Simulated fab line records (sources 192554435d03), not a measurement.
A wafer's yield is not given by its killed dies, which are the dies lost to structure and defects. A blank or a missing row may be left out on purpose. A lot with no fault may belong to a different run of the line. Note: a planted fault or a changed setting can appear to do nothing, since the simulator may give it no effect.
fab line records    flow n5_finfet    part 2 of 2: steps 6 to 6 of 6
record: lots: 9  wafers: 27  last_day: 19
route steps=1938 shown DUMMY_GATE@243 SPACER0@260 BEOL_M4@1111 PASSIVATION@1936
lots that met no fault: taken from a fault-free run of the same line
start_h: start of the lot's first displayed wafer, in hours after the record's first day    wait_h: time in hours since the lot's previous step    " as in the row above    L1.1+2: a single row standing in for several wafers    - no value, or no start given    * or withheld: withheld    < > ~ a bound
route shown NAME@n: names a module that has steps shown in the file, with the first one's number in the route    usual: the fault-free wafers' mean and standard deviation    same: alike in all rows    chamber/n: place in a boat    sites: per-site readings    _std_site: standard deviation across them    _edge_site: the outer-site mean with the inner-site mean subtracted    radius_mm: how far each site lies from the wafer's centre    mask NAME#n: copy n    behind: the last tool/chamber to shape the wafer    hold: cause of the lot's hold/its duration in hours/its outcome    device: the n, p or np transistor that did not switch    end of line: the same wafers' tests at the end of the route    step lacking rows: just its recipe    killed: the dies lost at the first sort to structure and to defects; this is not the yield of the wafer    map: a wafer's dies, marking killed ones x, the rest . and places with no die _
set.NAME: the setting the step ran with; set.NAME@STEP: the setting that earlier step ran with    model.NAME: the simulator's own value behind a step, which no gauge read
one table for each step of the route and one row for each wafer, over a sample of lots
services: a tool's chamber out of use, with start hour (start_h, from the record's first day; less than 0 if before it), hours out, and reason
== steps ==
step: N5_PASSIVATION_PROBE_49
usual: defect_limited_yield: 91.6/1.6  killed_at_M0_to_M3: 32/9.7  killed_at_M4_up: 13/4.4  killed_at_contacts: 12/6.5  killed_at_front_end: 38/12  killed_at_other: 3.7/3  killed_dies: 99/18  killed_open: 66/14  killed_short: 32/7.5  sort_bin_4_leakage: 0/0  sort_bin_5_function: 4.9/1  sort_bin_6_memory: 3.2/0.73  sort_n_pass: 1081/18  sort_yield_pct: 91.6/1.6
same: gross_dies: 1180  killed_at_back_side: 0  sort_bin_8_speed[%]: 0
lot.wafer  tool       chamber  start_h  wait_h  defect_limited_yield[%]  killed_at_M0_to_M3  killed_at_M4_up  killed_at_contacts  killed_at_front_end  killed_at_other  killed_dies  killed_open  killed_short  sort_bin_4_leakage[%]  sort_bin_5_function[%]  sort_bin_6_memory[%]  sort_n_pass  sort_yield_pct[%]
L583.2     prober-02  -        299.79   0.1     92.4                     26                  10               19                  31                   4                90           58           32            0                      4.8                     2.6                   1090         92.4
L583.5     prober-02  -        299.94   0.2     91.9                     26                  9                24                  30                   6                95           66           29            0                      4.7                     3.0                   1085         91.9
L583.6     prober-02  -        299.99   0.3     91.4                     26                  7                12                  52                   4                101          64           35            0                      4.7                     3.6                   1079         91.4
L591.2     prober-01  -        353.45   0.1     93.1                     31                  8                6                   32                   4                81           53           28            93.05                  4.2                     2.5                   1            0.1
L591.3     prober-01  -        353.50   0.1     92.5                     45                  11               2                   22                   9                89           58           31            92.20                  3.7                     3.6                   3            0.3
L591.4     prober-01  -        353.55   0.2     93.0                     38                  3                6                   26                   10               83           56           27            92.97                  3.7                     2.5                   0            0
L592.2     prober-01  -        389.96   0.1     91.3                     33                  19               10                  39                   2                103          76           27            91.02                  4.1                     4.5                   3            0.3
L592.3     prober-01  -        390.01   0.1     94.3                     22                  6                7                   30                   2                67           48           19            94.32                  3.4                     2.0                   0            0
L592.4     prober-01  -        390.06   0.2     92.2                     43                  4                16                  23                   6                92           71           21            92.12                  4.2                     3.2                   1            0.1
L593.1     prober-01  -        418.70   0.0     93.0                     25                  13               9                   34                   2                83           52           31            92.97                  4.5                     2.4                   0            0
L593.4     prober-01  -        418.85   0.2     92.1                     35                  19               7                   29                   3                93           62           31            92.12                  4.7                     3.1                   0            0
L593.6     prober-01  -        418.95   0.3     92.6                     23                  15               8                   40                   1                87           56           31            92.63                  4.3                     3.0                   0            0
L599.3     prober-01  -        430.94   0.1     92.7                     33                  14               5                   31                   3                86           51           32            0                      4.5                     2.5                   1094         92.7
L599.4     prober-01  -        430.99   0.2     92.5                     36                  12               6                   27                   8                89           63           26            0                      4.4                     2.7                   1091         92.5
L599.5     prober-01  -        431.04   0.2     91.0                     39                  17               7                   39                   4                106          57           48            0                      4.7                     3.5                   1074         91.0
L598.1     prober-01  -        434.31   0.0     89.1                     25                  23               21                  59                   1                129          100          28            0                      6.4                     4.2                   1051         89.1
L598.2     prober-01  -        434.36   0.1     91.1                     24                  13               17                  47                   4                105          79           25            0                      4.7                     4.1                   1075         91.1
L598.6     prober-01  -        434.56   0.3     91.7                     26                  17               9                   42                   4                98           68           29            0                      4.2                     3.8                   1082         91.7
L600.1     prober-02  -        449.64   0.0     93.8                     15                  8                11                  39                   0                73           46           24            0                      4.3                     1.5                   1107         93.8
L600.2     prober-02  -        449.69   0.1     93.1                     23                  9                5                   43                   1                81           55           23            0                      4.0                     2.6                   1099         93.1
L600.3     prober-02  -        449.74   0.1     95.0                     18                  8                5                   27                   1                59           37           20            0                      2.8                     1.9                   1121         95.0
L603.1     prober-02  -        454.09   0.0     91.0                     34                  11               14                  45                   2                106          62           40            0                      4.9                     3.4                   1074         91.0
L603.2     prober-02  -        454.14   0.1     88.6                     40                  24               16                  53                   2                135          85           47            0                      6.7                     4.7                   1045         88.6
L603.5     prober-02  -        454.29   0.2     91.7                     35                  19               12                  29                   3                98           75           23            0                      5.3                     2.8                   1082         91.7
L601.4     prober-02  -        455.37   0.2     89.6                     33                  18               9                   58                   5                123          89           32            0                      6.6                     3.4                   1057         89.6
L601.5     prober-02  -        455.42   0.2     89.8                     30                  13               5                   68                   4                120          80           39            0                      6.4                     3.6                   1060         89.8
L601.6     prober-02  -        455.47   0.3     90.6                     39                  4                20                  45                   3                111          73           38            0                      4.9                     4.0                   1069         90.6
killed by level:class
L583.2 FIN_SAQP:geometric_particle:open=11 MOL_CONTACT_COAG:geometric_particle:open=11 MOL_CONTACT_COAG:geometric_particle:short=8 BEOL_M0:geometric_particle:open=5 BEOL_M3:geometric_particle:open=5 STI_FIN_REVEAL:geometric_particle:open=4 GATE_CUT:geometric_particle:open=4 GATE_CUT:geometric_particle:short=4
L583.5 MOL_CONTACT_COAG:geometric_particle:open=15 DUMMY_GATE:geometric_particle:open=9 MOL_CONTACT_COAG:geometric_particle:short=9 BEOL_M0_SAQP:geometric_particle:open=6 BEOL_M2:geometric_particle:open=5 BEOL_M3:geometric_particle:open=5 FIN_SAQP:geometric_particle:open=4 BEOL_M0_SAQP:geometric_particle:short=4
L583.6 STI_FIN_REVEAL:geometric_particle:open=16 MOL_CONTACT_COAG:geometric_particle:open=12 GATE_CUT:geometric_particle:short=9 BEOL_M2:geometric_particle:short=7 BEOL_M3:geometric_particle:open=7 DUMMY_GATE:geometric_particle:open=5 BEOL_M0:geometric_particle:open=5 STI_FIN_REVEAL:geometric_particle:short=4
L591.2 BEOL_M1:geometric_particle:open=10 GATE_CUT:geometric_particle:short=6 MOL_CONTACT_COAG:geometric_particle:open=6 FIN_SAQP:geometric_particle:open=5 BEOL_M0_SAQP:geometric_particle:short=5 BEOL_M2:geometric_particle:open=5 DUMMY_GATE:geometric_particle:open=4 BEOL_M0_SAQP:geometric_particle:open=4
L591.3 BEOL_M1:geometric_particle:open=15 BEOL_M0_SAQP:geometric_particle:short=5 BEOL_M1:geometric_particle:short=4 STI_FIN_REVEAL:geometric_particle:open=4 ILD0:geometric_particle:short=4 BEOL_M0_SAQP:geometric_particle:open=4 BEOL_M2:geometric_particle:short=4 BEOL_M2:geometric_particle:open=4
L591.4 BEOL_M1:geometric_particle:open=12 MOL_CONTACT_COAG:geometric_particle:open=6 BEOL_M0:geometric_particle:open=6 FIN_SAQP:geometric_particle:open=5 BEOL_M2:geometric_particle:open=5 FIN_SAQP:geometric_particle:short=4 DUMMY_GATE:geometric_particle:open=4 BEOL_M0_SAQP:geometric_particle:short=4
L592.2 BEOL_M2:geometric_particle:open=11 FIN_SAQP:geometric_particle:open=10 MOL_CONTACT_COAG:geometric_particle:open=10 BEOL_M4:geometric_particle:open=10 STI_FIN_REVEAL:geometric_particle:open=6 GATE_CUT:geometric_particle:short=6 BEOL_M0_SAQP:geometric_particle:short=5 BEOL_M1:geometric_particle:open=5
L592.3 FIN_SAQP:geometric_particle:short=8 BEOL_M1:geometric_particle:open=7 FIN_SAQP:geometric_particle:open=5 MOL_CONTACT_COAG:geometric_particle:open=5 BEOL_M0_SAQP:geometric_particle:open=5 DUMMY_GATE:geometric_particle:open=4 STI_FIN_REVEAL:geometric_particle:open=4 BEOL_M0_SAQP:geometric_particle:short=4
L592.4 BEOL_M1:geometric_particle:open=16 MOL_CONTACT_COAG:geometric_particle:open=14 BEOL_M2:geometric_particle:open=7 STI_FIN_REVEAL:geometric_particle:open=7 BEOL_M0_SAQP:geometric_particle:open=6 BEOL_M0_SAQP:geometric_particle:short=5 FIN_SAQP:geometric_particle:open=4 PASS1_CAP:geometric_particle:short=4
L593.1 BEOL_M2:geometric_particle:open=10 GATE_CUT:geometric_particle:short=9 FIN_SAQP:geometric_particle:short=6 MOL_CONTACT_COAG:geometric_particle:open=6 BEOL_M3:geometric_particle:open=6 BEOL_M5:geometric_particle:open=6 STI_FIN_REVEAL:geometric_particle:open=5 BEOL_M4:geometric_particle:open=5
L593.4 BEOL_M0:geometric_particle:open=9 BEOL_M2:geometric_particle:open=9 BEOL_M4:geometric_particle:open=8 GATE_CUT:geometric_particle:short=6 STI_FIN_REVEAL:geometric_particle:open=5 MOL_CONTACT_COAG:geometric_particle:open=5 BEOL_M3:geometric_particle:open=4 BEOL_M5:geometric_particle:open=4
L593.6 FIN_SAQP:geometric_particle:short=10 GATE_CUT:geometric_particle:short=7 FIN_SAQP:geometric_particle:open=6 STI_FIN_REVEAL:geometric_particle:open=6 GATE_CUT:geometric_particle:open=6 BEOL_M2:geometric_particle:open=6 BEOL_M4:geometric_particle:open=6 MOL_CONTACT_COAG:geometric_particle:open=5
L599.3 FIN_SAQP:geometric_particle:short=9 BEOL_M1:geometric_particle:open=8 BEOL_M4:geometric_particle:open=7 BEOL_M0:geometric_particle:open=6 BEOL_M0_SAQP:geometric_particle:open=5 BEOL_M1:geometric_particle:short=4 STI_FIN_REVEAL:geometric_particle:open=4 BEOL_M0_SAQP:geometric_particle:short=4
L599.4 STI_FIN_REVEAL:geometric_particle:open=9 BEOL_M0_SAQP:geometric_particle:open=8 MOL_CONTACT_COAG:geometric_particle:open=6 BEOL_M0_SAQP:geometric_particle:short=6 BEOL_M0:geometric_particle:open=6 BEOL_M3:geometric_particle:open=6 FIN_SAQP:geometric_particle:open=5 FIN_SAQP:geometric_particle:short=4
L599.5 FIN_SAQP:geometric_particle:short=12 BEOL_M0_SAQP:geometric_particle:short=11 BEOL_M4:geometric_particle:open=9 FIN_SAQP:geometric_particle:open=7 BEOL_M1:geometric_particle:open=7 STARTING-WAFER:geometric_particle:short=7 MOL_CONTACT_COAG:geometric_particle:open=6 BEOL_M3:geometric_particle:open=6
L598.1 FIN_SAQP:geometric_particle:open=20 BEOL_M4:geometric_particle:open=19 MOL_CONTACT_COAG:geometric_particle:open=18 STI_FIN_REVEAL:geometric_particle:open=14 FIN_SAQP:geometric_particle:short=9 BEOL_M0_SAQP:geometric_particle:open=9 BEOL_M3:geometric_particle:open=8 STI_FIN_REVEAL:geometric_particle:short=5
L598.2 MOL_CONTACT_COAG:geometric_particle:open=15 STI_FIN_REVEAL:geometric_particle:open=14 BEOL_M4:geometric_particle:open=10 BEOL_M1:geometric_particle:open=8 DUMMY_GATE:geometric_particle:open=7 BEOL_M2:geometric_particle:open=6 STARTING-WAFER:geometric_particle:open=5 FIN_SAQP:geometric_particle:open=4
L598.6 STI_FIN_REVEAL:geometric_particle:open=11 FIN_SAQP:geometric_particle:open=10 MOL_CONTACT_COAG:geometric_particle:open=8 BEOL_M1:geometric_particle:open=7 BEOL_M3:geometric_particle:open=6 DUMMY_GATE:geometric_particle:open=5 FIN_SAQP:geometric_particle:short=4 BEOL_M0_SAQP:geometric_particle:short=4
L600.1 STI_FIN_REVEAL:geometric_particle:open=12 MOL_CONTACT_COAG:geometric_particle:open=8 FIN_SAQP:geometric_particle:open=6 BEOL_M2:geometric_particle:open=5 DUMMY_GATE:geometric_particle:open=4 GATE_CUT:geometric_particle:short=4 FIN_SAQP:geometric_particle:short=3 BEOL_M0_SAQP:geometric_particle:short=3
L600.2 FIN_SAQP:geometric_particle:open=12 BEOL_M0_SAQP:geometric_particle:short=10 BEOL_M0_SAQP:geometric_particle:open=9 STI_FIN_REVEAL:geometric_particle:open=7 MOL_CONTACT_COAG:geometric_particle:open=5 DUMMY_GATE:geometric_particle:short=4 GATE_CUT:geometric_particle:open=4 FIN_SAQP:geometric_particle:short=3
L600.3 DUMMY_GATE:geometric_particle:open=6 FIN_SAQP:geometric_particle:short=5 MOL_CONTACT_COAG:geometric_particle:open=4 BEOL_M0_SAQP:geometric_particle:open=3 BEOL_M0_SAQP:geometric_particle:short=3 BEOL_M3:geometric_particle:open=3 STARTING-WAFER:geometric_particle:short=3 FIN_SAQP:geometric_particle:open=2
L603.1 MOL_CONTACT_COAG:geometric_particle:open=12 BEOL_M0_SAQP:geometric_particle:short=11 BEOL_M0_SAQP:geometric_particle:open=10 FIN_SAQP:geometric_particle:open=7 GATE_CUT:geometric_particle:short=6 STI_FIN_REVEAL:geometric_particle:open=5 DUMMY_GATE:geometric_particle:open=5 BEOL_M2:geometric_particle:open=5
L603.2 STI_FIN_REVEAL:geometric_particle:open=16 MOL_CONTACT_COAG:geometric_particle:open=14 BEOL_M4:geometric_particle:open=12 BEOL_M0_SAQP:geometric_particle:short=10 BEOL_M0_SAQP:geometric_particle:open=9 BEOL_M3:geometric_particle:open=9 GATE_CUT:geometric_particle:short=7 STI_FIN_REVEAL:geometric_particle:short=6
L603.5 BEOL_M0_SAQP:geometric_particle:open=13 MOL_CONTACT_COAG:geometric_particle:open=11 STI_FIN_REVEAL:geometric_particle:open=8 BEOL_M0_SAQP:geometric_particle:short=8 BEOL_M4:geometric_particle:open=8 FIN_SAQP:geometric_particle:open=6 BEOL_M2:geometric_particle:open=4 BEOL_M3:geometric_particle:open=4
L601.4 FIN_SAQP:geometric_particle:open=14 STI_FIN_REVEAL:geometric_particle:open=12 BEOL_M0:geometric_particle:open=8 BEOL_M1:geometric_particle:open=8 FIN_SAQP:geometric_particle:short=7 MOL_CONTACT_COAG:geometric_particle:open=7 DUMMY_GATE:geometric_particle:open=6 BEOL_M3:geometric_particle:open=6
L601.5 FIN_SAQP:geometric_particle:open=21 STI_FIN_REVEAL:geometric_particle:open=15 FIN_SAQP:geometric_particle:short=14 BEOL_M0_SAQP:geometric_particle:short=7 BEOL_M0_SAQP:geometric_particle:open=6 DUMMY_GATE:geometric_particle:open=6 BEOL_M3:geometric_particle:open=6 BEOL_M5:geometric_particle:open=5
L601.6 MOL_CONTACT_COAG:geometric_particle:open=15 BEOL_M0_SAQP:geometric_particle:open=13 FIN_SAQP:geometric_particle:short=7 FIN_SAQP:geometric_particle:open=7 BEOL_M0_SAQP:geometric_particle:short=7 DUMMY_GATE:geometric_particle:open=6 BEOL_M2:geometric_particle:open=6 STI_FIN_REVEAL:geometric_particle:open=5
== services ==
tool         chamber  start_h  hours  kind
ald_sin-01   3        42.94    1.6    repair
ald_sin-01   0        56.88    8.5    repair
ald_sin-02   -        68.15    0.8    repair
ald_sin-02   -        85.54    14.0   pm
rie_diel-02  1        86.29    -      clean
rie_diel-02  1        86.29    -      consumable_replace:focus_ring
rie_diel-02  1        86.29    15.5   scheduled_down
rie_diel-02  1        86.29    15.5   vent_cycle
rie_diel-03  1        92.93    14.9   repair
rie_diel-02  0        102.04   -      clean
rie_diel-02  0        102.04   -      consumable_replace:focus_ring
rie_diel-02  0        102.04   16.1   scheduled_down
rie_diel-06  0        120.08   -      clean
rie_diel-06  0        120.08   -      consumable_replace:focus_ring
rie_diel-06  0        120.08   16.2   scheduled_down
rie_diel-06  0        120.08   16.2   vent_cycle
ald_sin-02   1        121.26   3.1    repair
rie_diel-06  2        125.76   11.1   repair
rie_diel-03  1        145.19   1.6    repair
ald_sin-02   1        154.93   13.9   repair
rie_diel-06  -        158.33   2.8    pm
rie_diel-06  2        163.27   9.2    repair
rie_diel-03  -        177.21   0.8    repair
ald_sin-02   3        182.80   13.9   repair
== key ==
first_sign: step: N5_SPACER0_ALD_08  reading: tool_record  direction: missing
effect: step: N5_BEOL_M4_RC_MEAS_101  reading: IOFF_N  direction: up  sigmas: 26  usual: 0.167  struck: 0.769
effect: step: N5_BEOL_M4_RC_MEAS_101  reading: IOFF_P  direction: up  sigmas: 25  usual: 0.219  struck: 0.944
effect: step: N5_BEOL_M4_RC_MEAS_101  reading: IOFF_N_85C  direction: up  sigmas: 22  usual: 3.3  struck: 11.6
effect: step: N5_BEOL_M4_RC_MEAS_101  reading: IOFF_P_85C  direction: up  sigmas: 22  usual: 3.8  struck: 12.9
effect: step: N5_BEOL_M4_RC_MEAS_101  reading: IOFF_P_LIN  direction: up  sigmas: 20  usual: 0.104  struck: 0.344
effect: step: N5_BEOL_M4_RC_MEAS_101  reading: IOFF_N_LIN  direction: up  sigmas: 19  usual: 0.077  struck: 0.246
effect: step: N5_BEOL_M4_RC_MEAS_101  reading: DIBL_N  direction: up  sigmas: 13  usual: 36.6  struck: 52.3
effect: step: N5_BEOL_M4_RC_MEAS_101  reading: ION_N  direction: up  sigmas: 10  usual: 678  struck: 767
effect: step: N5_BEOL_M4_RC_MEAS_101  reading: ION_P  direction: up  sigmas: 10  usual: 464  struck: 529
effect: step: N5_BEOL_M4_RC_MEAS_101  reading: REXT_N  direction: down  sigmas: 9.4  usual: 75.4  struck: 62.1
effect: step: N5_BEOL_M4_RC_MEAS_101  reading: VT_P_LVT  direction: up  sigmas: 9.3  usual: -99.0  struck: -73.7
effect: step: N5_BEOL_M4_RC_MEAS_101  reading: DIBL_P  direction: up  sigmas: 9.3  usual: 36.4  struck: 49.8
effect: step: N5_PASSIVATION_PROBE_49  reading: sort_bin_4_leakage  direction: up  sigmas: 99+  usual: 0  struck: 92.60
met_at N5_SPACER0_ALD_08
struck_lots L591,L592,L593
not_acting_at N5_DUMMY_GATE_ETCH_31,N5_DUMMY_GATE_STRIP_41,N5_DUMMY_GATE_CD_MEAS_24
onset_between 67.02 113.35
fault: kind: skipped_step_whole  tool: ald_sin-01  chamber: -  onset_h: 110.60  steps: N5_SPACER0_ALD_08  scope: struck_lots_only
